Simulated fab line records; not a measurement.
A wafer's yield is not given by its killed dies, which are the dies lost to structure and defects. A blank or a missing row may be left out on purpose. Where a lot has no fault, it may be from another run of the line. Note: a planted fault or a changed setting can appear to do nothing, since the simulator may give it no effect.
Matching of chambers + flow n5 finfet + 4 sister chambers for N5_BEOL_M14_ETCH_68 on rie diel-04
The step etches SOC in N2/H2, time 450 s. 20 wafers are shown with their chamber, then 10 later ones without.

== WAFERS, EACH WITH ITS CHAMBER ==
| wafer  | chamber | drypump motor current A (A) | throttle valve pct (%) | showerhead plenum p Torr (Torr) |
|--------|---------|-----------------------------|------------------------|---------------------------------|
| L076.1 | 1       | 5.3                         | 17.47                  | 2.54                            |
| L076.2 | 3       | 6.5                         | 17.58                  | 2.62                            |
| L076.4 | 0       | 6.4                         | 17.70                  | 2.70                            |
| L083.1 | 3       | 6.5                         | 17.60                  | 2.61                            |
| L083.4 | 3       | 6.5                         | 17.60                  | 2.61                            |
| L083.6 | 1       | 5.3                         | 17.50                  | 2.53                            |
| L085.2 | 1       | 5.3                         | 17.51                  | 2.53                            |
| L085.3 | 3       | 6.5                         | 17.61                  | 2.61                            |
| L085.6 | 1       | 5.3                         | 17.50                  | 2.53                            |
| L087.2 | 2       | 5.4                         | 18.00                  | 2.60                            |
| L087.3 | 0       | 6.4                         | 17.74                  | 2.69                            |
| L087.5 | 2       | 5.5                         | 18.00                  | 2.60                            |
| L092.1 | 1       | 5.4                         | 17.51                  | 2.53                            |
| L092.2 | 2       | 5.5                         | 18.02                  | 2.60                            |
| L092.5 | 0       | 6.4                         | 17.76                  | 2.68                            |
| L090.1 | 1       | 5.3                         | 17.52                  | 2.53                            |
| L090.4 | 0       | 6.4                         | 17.75                  | 2.68                            |
| L090.5 | 1       | 5.3                         | 17.52                  | 2.53                            |
| L091.1 | 0       | 6.4                         | 17.75                  | 2.68                            |
| L091.4 | 2       | 5.5                         | 18.02                  | 2.59                            |

SIGNATURES (averages over the wafers above)
| reading                  | chamber 0 | chamber 1 | chamber 2 | chamber 3 | scatter within a chamber |
|--------------------------|-----------|-----------|-----------|-----------|--------------------------|
| drypump motor current A  | 6.400     | 5.314     | 5.475     | 6.500     | 0.0317                   |
| throttle valve pct       | 17.7400   | 17.5043   | 18.0100   | 17.5975   | 0.0174                   |
| showerhead plenum p Torr | 2.6860    | 2.5314    | 2.5975    | 2.6125    | 0.00589                  |
Rule: for a wafer and a chamber, the distance is found by dividing, reading by reading, the gap between the wafer's reading and the chamber's mean by the reading's scatter, squaring, summing and taking the root. If the next closest chamber is less than 2 further off than the closest, the wafer can't be placed; otherwise it belongs to the closest. The scatter: the root of (the sum of the squares of (reading less its chamber's mean) over the shown wafers, divided by (wafers less chambers)).

== WAFERS MISSING THEIR CHAMBER ==
| wafer  | drypump motor current A (A) | throttle valve pct (%) | showerhead plenum p Torr (Torr) |
|--------|-----------------------------|------------------------|---------------------------------|
| L091.6 | 5.3                         | 17.53                  | 2.52                            |
| L096.1 | 5.3                         | 17.54                  | 2.52                            |
| L096.2 | 6.5                         | 17.19                  | 2.60                            |
| L096.3 | 5.4                         | 18.04                  | 2.59                            |
| L095.1 | 5.3                         | 17.56                  | 2.52                            |
| L095.2 | 5.5                         | 18.05                  | 2.59                            |
| L095.4 | 6.5                         | 17.21                  | 2.60                            |
| L097.4 | 5.5                         | 18.03                  | 2.59                            |
| L097.5 | 6.4                         | 17.77                  | 2.68                            |
| L097.6 | 6.5                         | 17.22                  | 2.60                            |

== WHICH CHAMBER EACH ONE RAN IN ==
| wafer  | from the rows above | in truth |
|--------|---------------------|----------|
| L091.6 | 1                   | 1        |
| L096.1 | 1                   | 1        |
| L096.2 | 3                   | 3        |
| L096.3 | 2                   | 2        |
| L095.1 | 1                   | 1        |
| L095.2 | 2                   | 2        |
| L095.4 | 3                   | 3        |
| L097.4 | 2                   | 2        |
| L097.5 | 0                   | 0        |
| L097.6 | 3                   | 3        |
Placed correctly: 10 of 10. From these rows, 0 cannot be placed. 0 placed wrongly.
